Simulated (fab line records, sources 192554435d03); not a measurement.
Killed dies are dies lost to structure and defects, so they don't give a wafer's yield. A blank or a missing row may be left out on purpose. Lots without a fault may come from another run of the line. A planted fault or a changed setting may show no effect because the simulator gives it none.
Split-lot experiment | flow n5_finfet | 7 lots, 39 wafers read, on a route of 1938 steps

THE SPLIT
At N5_DUMMY_GATE_ETCH_32 (etches SiO2 in CF4, target depth 3.5 nm, time 3.9 s), the setting time_s was moved away from the recipe's 3.9 s on 12 of the 39 wafers read, by -22.3% to +18.2%. The other wafers ran this setting at the recipe's value.

The reading is taken at the split's own step.

THE READING
etch.depth_nm (the simulator's own value, which no gauge read), in nm, at N5_DUMMY_GATE_ETCH_32 (etches SiO2 in CF4, target depth 3.5 nm, time 3.9 s). The file gives no usual value for it. The 27 wafers here that ran the recipe average 3.471 nm, standard deviation 0.081 nm.

wafer  | tool, chamber at the split | time_s as run, s | against the recipe | etch.depth_nm, nm | against lot-mates on the recipe
L077.1 | rie_si-05, 0               | 3.9              | recipe             | 3.501             | -
L077.2 | rie_si-05, 2               | 3.9              | recipe             | 3.548             | -
L077.3 | rie_si-05, 1               | 3.9              | recipe             | 3.347             | -
L077.4 | rie_si-05, 3               | 3.9              | recipe             | 3.479             | -
L077.5 | rie_si-05, 1               | 3.9              | recipe             | 3.338             | -
L077.6 | rie_si-05, 2               | 3.9              | recipe             | 3.546             | -
L081.1 | rie_si-06, 3               | 3.9              | recipe             | 3.602             | -
L081.2 | rie_si-06, 0               | 3.241            | -16.9%             | 2.798             | -0.680
L081.3 | rie_si-06, 2               | 3.241            | -16.9%             | 2.845             | -0.633
L081.4 | rie_si-06, 1               | 3.241            | -16.9%             | 2.838             | -0.640
L081.5 | rie_si-06, 2               | 3.9              | recipe             | 3.41              | -
L081.6 | rie_si-06, 1               | 3.9              | recipe             | 3.422             | -
L083.1 | rie_si-06, 2               | 3.9              | recipe             | 3.415             | -
L083.2 | rie_si-06, 1               | 3.9              | recipe             | 3.434             | -
L083.3 | rie_si-06, 3               | 3.9              | recipe             | 3.607             | -
L083.4 | rie_si-06, 0               | 3.9              | recipe             | 3.354             | -
L083.5 | rie_si-06, 2               | 3.9              | recipe             | 3.411             | -
L083.6 | rie_si-06, 1               | 3.9              | recipe             | 3.464             | -
L089.1 | rie_si-03, 1               | 3.9              | recipe             | 3.535             | -
L089.2 | rie_si-03, 3               | 3.9              | recipe             | 3.471             | -
L089.6 | rie_si-03, 1               | 3.9              | recipe             | 3.515             | -
L095.1 | rie_si-05, 3               | 3.9              | recipe             | 3.516             | -
L095.2 | rie_si-05, 0               | 3.9              | recipe             | 3.526             | -
L095.3 | rie_si-05, 1               | 3.9              | recipe             | 3.386             | -
L095.4 | rie_si-05, 2               | 4.611            | +18.2%             | 4.234             | +0.758
L095.5 | rie_si-05, 3               | 4.611            | +18.2%             | 4.205             | +0.729
L095.6 | rie_si-05, 0               | 4.611            | +18.2%             | 4.186             | +0.710
L096.1 | rie_si-05, 0               | 3.029            | -22.3%             | 2.717             | -0.745
L096.2 | rie_si-05, 3               | 3.9              | recipe             | 3.517             | -
L096.3 | rie_si-05, 2               | 3.029            | -22.3%             | 2.748             | -0.714
L096.4 | rie_si-05, 1               | 3.9              | recipe             | 3.329             | -
L096.5 | rie_si-05, 2               | 3.9              | recipe             | 3.541             | -
L096.6 | rie_si-05, 1               | 3.029            | -22.3%             | 2.602             | -0.860
L097.1 | rie_si-03, 3               | 4.219            | +8.2%              | 3.76              | +0.263
L097.2 | rie_si-03, 0               | 3.9              | recipe             | 3.407             | -
L097.3 | rie_si-03, 2               | 3.9              | recipe             | 3.598             | -
L097.4 | rie_si-03, 1               | 4.219            | +8.2%              | 3.852             | +0.355
L097.5 | rie_si-03, 3               | 3.9              | recipe             | 3.487             | -
L097.6 | rie_si-03, 0               | 4.219            | +8.2%              | 3.695             | +0.198

THE FIT
A straight line over all 39 wafers: etch.depth_nm changes by +0.0374 nm for each +1% of time_s; r = +0.98; the points scatter about the line by 0.077 nm.
The same after taking each lot's own level away (the mean of its wafers on the recipe; 39 wafers): +0.0371 nm for each +1%; r = +0.98; scatter 0.076 nm.
On that fit, the largest move of time_s shifts the reading by 0.83 nm.
The lots' own levels span 3.4475 to 3.5070 nm, that is 0.7 times the standard deviation above.
So the lot-to-lot level changes the slope little: the two slopes agree.
Check: with one of the wafers moved furthest among these (-22.3%) left out of the fit, the line predicts -0.839 nm for it against its lot-mates. It came out at -0.745 nm against them.

OTHER SPLITS ON THESE WAFERS
These wafers also went through other splits before the reading. Each is held against what the fit with the lots' levels taken away leaves over:
other split on the same wafers       | wafers away from the commonest value | r with etch.depth_nm (lot level and that fit taken away)
N5_DUMMY_GATE_HM_DEP_06 target_thk_a | 27                                   | +0.03
N5_DUMMY_GATE_ETCH_37 source_w       | 18                                   | +0.02

THE FILE'S OWN FIT
etch.depth_nm changes by +0.037 nm for each +1% of time_s, r = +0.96.
